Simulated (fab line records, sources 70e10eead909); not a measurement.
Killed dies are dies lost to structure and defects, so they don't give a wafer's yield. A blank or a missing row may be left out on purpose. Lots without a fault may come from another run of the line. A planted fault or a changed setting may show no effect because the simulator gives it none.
fab line records | flow nand_harc
record lots=11 wafers=33 last_day=24
route steps=1159 shown P_CONTACT@246 P_M0@269 P_M1@296 END@1159
lots that met no fault: from a run of the same line without faults
start_h: hours from the record's first day to the start of the lot's first wafer shown | wait_h: hours since the lot's step before | " the same as in the row above | L1.1+2: a row that stands for several wafers | - no value, or no start given | * or withheld: withheld | < > ~ a bound
route shown NAME@n: a module of which the file shows steps, and the number in the route of the first | usual: mean/standard deviation of fault-free wafers | same: alike in all rows | chamber/n: place in a boat | sites: the reading at each site | _std_site: their standard deviation | _edge_site: outer sites' mean less inner sites' | radius_mm: how far each site lies from the wafer's centre | mask NAME#n: copy n | behind: the tool/chamber that last shaped the wafer | hold: why the lot was held/for how many hours/how that ended | device: the transistor (n, p or np) that didn't switch | end of line: the same wafers' tests at the end of the route | a step without rows: its recipe alone | killed: dies lost to structure and defects at the first sort, not the wafer's yield | map: a wafer's dies, x killed, . not, _ none there
set.NAME: the setting as run; set.NAME@STEP: as run at that earlier step | model.NAME: the simulator's own value behind a step, which no gauge read
steps of the route over a sample of lots; a table a step, a row a wafer
services: from which hour (start_h, from the record's first day; less than 0 if before it) a tool's chamber was out of use, for how many hours, and why
## steps
# step NHARC_P_CONTACT_PVD_32
# recipe target_thk_a=50 chamber_pressure_pa=5 power_w=5000 substrate_temp_c=200 time_s=17.7 material=Ti
# usual cathode_dc_power_W=5000.0/0.9 throttle_valve_pct=30.2/0.7
# columns lot.wafer tool chamber start_h wait_h cathode_dc_power_W throttle_valve_pct
L162.2 pvd_sputter-03 - - - 4999.3 30.8
L162.3 " - " " 4998.5 28.8
L162.4 " - " " 4999.4 30.6
L164.1 pvd_sputter-02 - - - 5001.3 29.1
L164.6 " - " " 4999.1 30.3
L164.5 " - " " 4999.3 31.0
L165.1 pvd_sputter-01 - - - 5000.8 29.9
L165.6 " - " " 4998.8 29.8
L165.5 " - " " 5000.2 30.6
L168.1 pvd_sputter-02 - - - 4999.1 30.9
L168.3 " - " " 4997.8 29.8
L168.6 " - " " 5000.4 30.2
L170.2 pvd_sputter-03 - - - 5000.8 30.7
L170.3 " - " " 5000.4 28.9
L170.6 " - " " 5001.3 29.3
L176.2 pvd_sputter-03 - - - 4999.2 30.6
L176.3 " - " " 5000.0 30.7
L176.6 " - " " 4999.4 30.1
L175.4 pvd_sputter-02 - - - 5000.9 29.7
L175.1 " - " " 4999.3 29.4
L175.3 " - " " 5000.1 30.5
L178.4 pvd_sputter-01 - - - 4999.6 30.9
L178.5 " - " " 4999.1 30.7
L178.6 " - " " 5000.4 31.1
L179.1 pvd_sputter-01 - - - 5000.3 31.2
L179.3 " - " " 4999.3 30.7
L179.4 " - " " 5000.8 30.9
L183.1 pvd_sputter-02 - - - 5000.8 28.7
L183.4 " - " " 4999.6 30.8
L183.2 " - " " 4999.0 30.2
L184.3 pvd_sputter-01 - - - 4999.7 30.6
L184.4 " - " " 5001.5 30.9
L184.6 " - " " 4999.9 31.0
# step NHARC_P_M0_CD_MEAS_16
# usual cd_nm=89.9/0.74
# columns lot.wafer tool chamber start_h wait_h cd_nm
L162.2 cd_sem-01 - 136.97 - 89.2
L162.3 " - " " 91.0
L162.4 " - " " 89.1
L164.1 cd_sem-01 - 137.44 - 89.8
L164.5 " - " " 90.7
L164.6 " - " " 89.6
L165.1 cd_sem-02 - 137.88 - 89.8
L165.5 " - " " 90.5
L165.6 " - " " 89.6
L168.1 cd_sem-01 - 153.39 - 89.1
L168.3 " - " " 89.8
L168.6 " - " " 89.1
L170.2 cd_sem-01 - 172.99 - 91.1
L170.3 " - " " 89.4
L170.6 " - " " 90.2
L176.2 cd_sem-02 - 194.66 - 89.9
L176.3 " - " " 88.8
L176.6 " - " " 89.5
L175.1 cd_sem-03 - 208.10 - 89.8
L175.3 " - " " 89.0
L175.4 " - " " 89.6
L178.4 cd_sem-02 - 214.60 - 89.8
L178.5 " - " " 90.3
L178.6 " - " " 89.3
L179.1 cd_sem-03 - 225.36 - 90.2
L179.3 " - " " 89.6
L179.4 " - " " 91.5
L183.1 cd_sem-01 - 251.39 - 90.3
L183.2 " - " " 90.1
L183.4 " - " " 90.6
L184.3 cd_sem-02 - 251.97 - 90.4
L184.4 " - " " 90.9
L184.6 " - " " 91.6
# step NHARC_P_M0_CMP_23
# recipe t_overpolish_s=20 target_thk_nm=117.53
# usual edge_zone_pressure_frac=1.000/0.0052 motor_current_A=12.3/1.3 time_to_endpoint_s=30.2/3
# columns lot.wafer tool chamber start_h wait_h edge_zone_pressure_frac motor_current_A time_to_endpoint_s
L162.3 cmp-01 3 138.68 - 1.008 13.0 31.0
L162.4 " 1 " " 1.000 11.3 33.7
L162.2 " 2 " " 1.006 12.1 27.6
L164.1 cmp-03 0 139.22 - 1.005 11.9 29.7
L164.6 " 1 " " 0.991 12.8 29.0
L164.5 " 2 " " 0.998 12.7 36.4
L165.1 cmp-02 0 139.94 - 1.006 11.4 34.9
L165.5 " 1 " " 1.000 13.2 29.3
L165.6 " 2 " " 0.997 9.5 32.1
L168.1 cmp-02 0 155.16 - 0.994 11.6 31.5
L168.3 " 2 " " 1.004 9.6 29.4
L168.6 " 0 " " 0.991 12.2 32.6
L170.3 cmp-03 2 174.69 - 1.002 12.2 33.0
L170.2 " 0 " " 0.996 11.4 24.0
L170.6 " 3 " " 1.004 11.2 29.2
L176.3 cmp-01 0 196.39 - 0.996 14.1 32.7
L176.2 " 1 " " 0.998 11.8 32.9
L176.6 " 3 " " 0.997 13.1 33.5
L175.1 cmp-03 2 209.83 - 0.992 11.8 38.6
L175.4 " 3 " " 1.000 11.2 32.7
L175.3 " 0 " " 1.003 11.8 31.6
L178.4 cmp-02 2 216.38 - 1.009 10.0 28.3
L178.6 " 3 " " 1.000 13.8 26.6
L178.5 " 0 " " 0.997 11.4 29.8
L179.4 cmp-01 1 227.07 - 0.997 12.0 32.0
L179.3 " 3 " " 1.007 13.3 33.8
L179.1 " 0 " " 0.995 14.2 33.2
L183.2 cmp-02 2 253.20 - 0.995 9.8 28.0
L183.1 " 0 " " 1.005 11.5 30.5
L183.4 " 1 " " 0.996 12.7 27.9
L184.4 cmp-01 0 253.66 - 0.999 13.8 33.0
L184.3 " 2 " " 1.005 12.3 26.7
L184.6 " 1 " " 1.003 11.3 32.2
# step NHARC_P_M0_INSPECT_27
# usual raw_defect_count=347/150
# columns lot.wafer tool chamber start_h wait_h raw_defect_count
L162.2 defect_inspect-01 - 139.16 0.0 238
L162.3 " - " " 258
L162.4 " - " " 304
L164.1 defect_inspect-02 - 139.60 0.0 737
L164.5 " - " " 766
L164.6 " - " " 865
L165.1 defect_inspect-01 - 140.32 0.0 317
L165.5 " - " " 234
L165.6 " - " " 292
L168.1 defect_inspect-01 - 155.61 0.0 197
L168.3 " - " " 137
L168.6 " - " " 308
L170.2 defect_inspect-02 - 175.16 0.0 269
L170.3 " - " " 377
L170.6 " - " " 331
L176.2 defect_inspect-01 - 196.83 0.0 250
L176.3 " - " " 429
L176.6 " - " " 330
L175.1 defect_inspect-02 - 210.31 0.0 1456
L175.3 " - " " 1543
L175.4 " - " " 1378
L178.4 defect_inspect-02 - 216.77 0.0 201
L178.5 " - " " 400
L178.6 " - " " 257
L179.1 defect_inspect-02 - 227.54 0.0 295
L179.3 " - " " 182
L179.4 " - " " 169
L183.1 defect_inspect-02 - 253.67 0.0 221
L183.2 " - " " 373
L183.4 " - " " 281
L184.3 defect_inspect-02 - 254.13 0.0 406
L184.4 " - " " 194
L184.6 " - " " 219
# step NHARC_P_M1_OVL_MEAS_10
# recipe pitch_nm=260
# usual overlay_x_nm=-0.1/0.81 overlay_y_nm=0.1/0.76
# columns lot.wafer tool chamber start_h wait_h overlay_x_nm overlay_y_nm
L162.2 overlay-02 - 140.65 - -0.7 0.4
L162.3 " - " " -0.5 -0.1
L162.4 " - " " -1.2 -0.1
L164.1 overlay-01 - 141.10 - 0.4 -1.3
L164.5 " - " " 0.4 -1.2
L164.6 " - " " 0.7 -0.7
L165.1 overlay-01 - 141.74 - 0.8 -0.1
L165.5 " - " " 1.1 -0.1
L165.6 " - " " 0.8 0.0
L168.1 overlay-02 - 157.09 - 0.9 -0.7
L168.3 " - " " 0.6 -0.9
L168.6 " - " " 0.9 -0.5
L170.2 overlay-02 - 176.64 - 0.2 -1.0
L170.3 " - " " 0.3 -0.1
L170.6 " - " " 0.0 -1.1
L176.2 overlay-02 - 198.16 - -0.9 -0.7
L176.3 " - " " -0.8 -0.8
L176.6 " - " " -0.3 -0.4
L175.1 overlay-01 - 211.80 - -1.2 -0.3
L175.3 " - " " -1.2 -0.1
L175.4 " - " " -0.9 0.3
L178.4 overlay-01 - 218.24 - -1.3 0.1
L178.5 " - " " -1.2 0.3
L178.6 " - " " -1.3 0.7
L179.1 overlay-02 - 229.02 - 0.0 -0.6
L179.3 " - " " 0.5 -0.9
L179.4 " - " " 0.1 -0.8
L183.1 overlay-01 - 255.16 - -0.2 -0.1
L183.2 " - " " 0.5 0.3
L183.4 " - " " 0.0 0.0
L184.3 overlay-02 - 255.64 - -0.5 -0.3
L184.4 " - " " -0.6 -0.4
L184.6 " - " " -0.6 0.7
# step NHARC_P_M1_INSPECT_11
# usual raw_defect_count=3.9/2.4
# columns lot.wafer tool chamber start_h wait_h raw_defect_count
L162.2 defect_inspect-02 - 140.68 0.0 6
L162.3 " - " " 3
L162.4 " - " " 6
L164.1 defect_inspect-01 - 141.15 0.1 4
L164.5 " - " " 6
L164.6 " - " " 2
L165.1 defect_inspect-02 - 141.77 0.0 1
L165.5 " - " " 2
L165.6 " - " " 1
L168.1 defect_inspect-02 - 157.13 0.0 5
L168.3 " - " " 2
L168.6 " - " " 2
L170.2 defect_inspect-01 - 176.68 0.0 7
L170.3 " - " " 8
L170.6 " - " " 10
L176.2 defect_inspect-02 - 198.20 0.0 3
L176.3 " - " " 4
L176.6 " - " " 1
L175.1 defect_inspect-02 - 211.84 0.0 1066
L175.3 " - " " 1086
L175.4 " - " " 1058
L178.4 defect_inspect-01 - 218.28 0.0 1
L178.5 " - " " 0
L178.6 " - " " 3
L179.1 defect_inspect-01 - 229.05 0.0 1
L179.3 " - " " 5
L179.4 " - " " 2
L183.1 defect_inspect-01 - 255.20 0.0 5
L183.2 " - " " 7
L183.4 " - " " 1
L184.3 defect_inspect-01 - 255.68 0.0 1
L184.4 " - " " 4
L184.6 " - " " 4
# step NHARC_END_SORT_01
# recipe temp_c=25
# usual defect_limited_yield=95.2/1.6 killed_at_array=29/10 killed_at_other=0.7/1.1 killed_at_periphery=3.2/2.2 killed_dies=33/11 killed_open=3.5/1.8 killed_short=2.0/1.4 sort_bin_2_pct=1.5/0.61 sort_bin_3_pct=0.29/0.22 sort_bin_4_pct=3.1/1.1 sort_n_pass=644/11 sort_rim_yield_pct=95/3.3 sort_yield_pct=95.2/1.6
# same gross_dies=677 sort_bin_5_pct[%]=0 sort_bin_6_pct[%]=0 sort_bin_7_pct[%]=0 sort_bin_8_pct[%]=0 sort_rim_n_gross=106.00
# columns lot.wafer tool chamber start_h wait_h defect_limited_yield[%] killed_at_array killed_at_other killed_at_periphery killed_dies killed_open killed_short sort_bin_2_pct[%] sort_bin_3_pct[%] sort_bin_4_pct[%] sort_n_pass sort_rim_yield_pct[%] sort_yield_pct[%]
L175.1 prober-02 0 534.31 2.5 20.7 12 0 525 537 2 1 33.1 5.61 40.6 140 19 20.7
L175.3 prober-02 0 535.91 3.1 20.7 7 0 530 537 1 1 34.9 6.65 37.8 140 16 20.7
L175.4 prober-02 0 536.71 3.4 23.5 8 1 509 518 3 0 32.3 7.98 36.2 159 22 23.5
L178.4 prober-01 0 536.72 3.4 95.9 23 2 3 28 5 1 1.6 0.15 2.4 649 97 95.9
L178.5 prober-01 0 537.53 3.7 95.0 30 3 1 34 2 1 1.9 0 3.1 643 92 95.0
L178.6 prober-01 0 538.33 4.0 95.7 23 3 3 29 5 1 1.8 0.30 2.2 648 98 95.7
L179.1 prober-01 0 558.70 2.6 97.5 15 0 2 17 6 5 0.9 0 1.6 660 96 97.5
L179.3 prober-01 0 560.32 3.1 97.9 12 0 2 14 2 1 0.6 0.15 1.3 663 99 97.9
L179.4 prober-01 0 561.13 3.4 98.7 6 2 1 9 2 1 0.6 0 0.7 668 97 98.7
# killed by level:class
L175.1 P_M0:unspecified=523 A_CONTACT:chamber_film_flake=4 A_CHANNEL_HOLE_D1:chamber_film_flake=3 A_BONDPAD:chamber_film_flake=3 P_GATE:geometric_particle:open=1 A_SGD_CUT:geometric_particle:short=1 A_WL_FILL:geometric_particle:open=1 P_GATE:chamber_film_flake=1
L175.3 P_M0:unspecified=530 A_BONDPAD:chamber_film_flake=5 A_WL_FILL:geometric_particle:short=1 A_WL_FILL:geometric_particle:open=1
L175.4 P_M0:unspecified=509 A_CONTACT:chamber_film_flake=3 A_CHANNEL_HOLE_D1:chamber_film_flake=2 A_SGD_CUT:geometric_particle:open=1 A_M0:geometric_particle:open=1 STARTING-WAFER:geometric_particle:open=1 A_BONDPAD:chamber_film_flake=1
L178.4 A_CHANNEL_HOLE_D1:chamber_film_flake=15 A_SGD_CUT:chamber_film_flake=2 A_CONTACT:chamber_film_flake=2 THIN_TSV:chamber_film_flake=2 P_M0:geometric_particle:open=1 P_M1:geometric_particle:short=1 A_SOURCE_PLATE:geometric_particle:open=1 A_CHANNEL_FILL_D1:geometric_particle:open=1
L178.5 A_CHANNEL_HOLE_D1:chamber_film_flake=21 A_CONTACT:chamber_film_flake=3 THIN_TSV:chamber_film_flake=3 A_SGD_CUT:chamber_film_flake=2 P_CONTACT:geometric_particle:short=1 A_SOURCE_PLATE:geometric_particle:open=1 A_CONTACT:geometric_particle:open=1 A_ZERO_WELL:chamber_film_flake=1
L178.6 A_CHANNEL_HOLE_D1:chamber_film_flake=14 A_CONTACT:chamber_film_flake=3 P_CONTACT:geometric_particle:open=2 A_CONTACT:geometric_particle:open=2 A_ZERO_WELL:chamber_film_flake=2 THIN_TSV:chamber_film_flake=2 A_SOURCE_PLATE:geometric_particle:open=1 A_ONON_D1:geometric_particle:short=1
L179.1 A_CHANNEL_HOLE_D1:chamber_film_flake=3 A_CONTACT:chamber_film_flake=3 A_SOURCE_PLATE:geometric_particle:open=2 A_CONTACT:geometric_particle:open=2 P_GATE:geometric_particle:short=1 P_CONTACT:geometric_particle:short=1 A_SOURCE_PLATE:geometric_particle:short=1 A_ONON_D1:geometric_particle:open=1
L179.3 A_CHANNEL_HOLE_D1:chamber_film_flake=5 A_CONTACT:chamber_film_flake=4 A_CONTACT:geometric_particle:open=1 A_M0:geometric_particle:open=1 A_M0:geometric_particle:short=1 P_ZERO_WELL:chamber_film_flake=1 P_M0:chamber_film_flake=1
L179.4 A_CONTACT:chamber_film_flake=3 THIN_TSV:chamber_film_flake=2 A_SOURCE_PLATE:geometric_particle:short=1 A_SGD_CUT:geometric_particle:open=1 A_M0:geometric_particle:open=1 P_ZERO_WELL:chamber_film_flake=1
## services
# columns tool chamber start_h hours kind
pvd_sputter-03 - 102.00 10.0 pm
cmp-03 - 112.13 3.6 repair
pvd_sputter-01 - 114.69 2.0 repair
cmp-01 - 124.71 0.6 repair
cmp-02 - 128.50 4.0 pm
cmp-02 - 132.50 - consumable_replace:conditioner
cmp-02 - 132.50 - consumable_replace:pad
cmp-03 - 156.00 4.0 pm
pvd_sputter-01 - 158.03 10.0 pm
cmp-03 - 160.00 - consumable_replace:conditioner
cmp-03 - 160.00 - consumable_replace:pad
pvd_sputter-01 - 173.50 0.9 repair
cmp-01 - 179.50 4.0 pm
cmp-01 - 183.50 - consumable_replace:conditioner
cmp-01 - 183.50 - consumable_replace:pad
pvd_sputter-01 - 191.58 1.5 repair
cmp-03 - 196.78 2.9 repair
pvd_sputter-02 - 214.02 10.0 pm
cmp-02 - 226.56 4.0 pm
cmp-02 - 230.56 - consumable_replace:conditioner
cmp-02 - 230.56 - consumable_replace:pad
## key
first_sign step=NHARC_P_M0_INSPECT_27 reading=raw_defect_count direction=up sigmas=7.3 usual=347 struck=1459
effect step=NHARC_P_M1_INSPECT_11 reading=raw_defect_count direction=up sigmas=99+ usual=3.9 struck=1070
effect step=NHARC_END_SORT_01 reading=killed_at_periphery direction=up sigmas=99+ usual=3.2 struck=521.3
more_kills_born_at NHARC_P_M0_CMP_23@cmp-03=1562
met_at NHARC_P_M0_CMP_23
struck_lots L175
not_acting_at NHARC_P_CONTACT_PVD_32,NHARC_P_M0_CD_MEAS_16,NHARC_P_M1_OVL_MEAS_10
onset_between 174.69 209.83
fault kind=chamber_particle_source tool=cmp-03 chamber=- onset_h=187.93 steps=NHARC_P_M0_CMP_23 rate_per_visit_cm2=1.7248
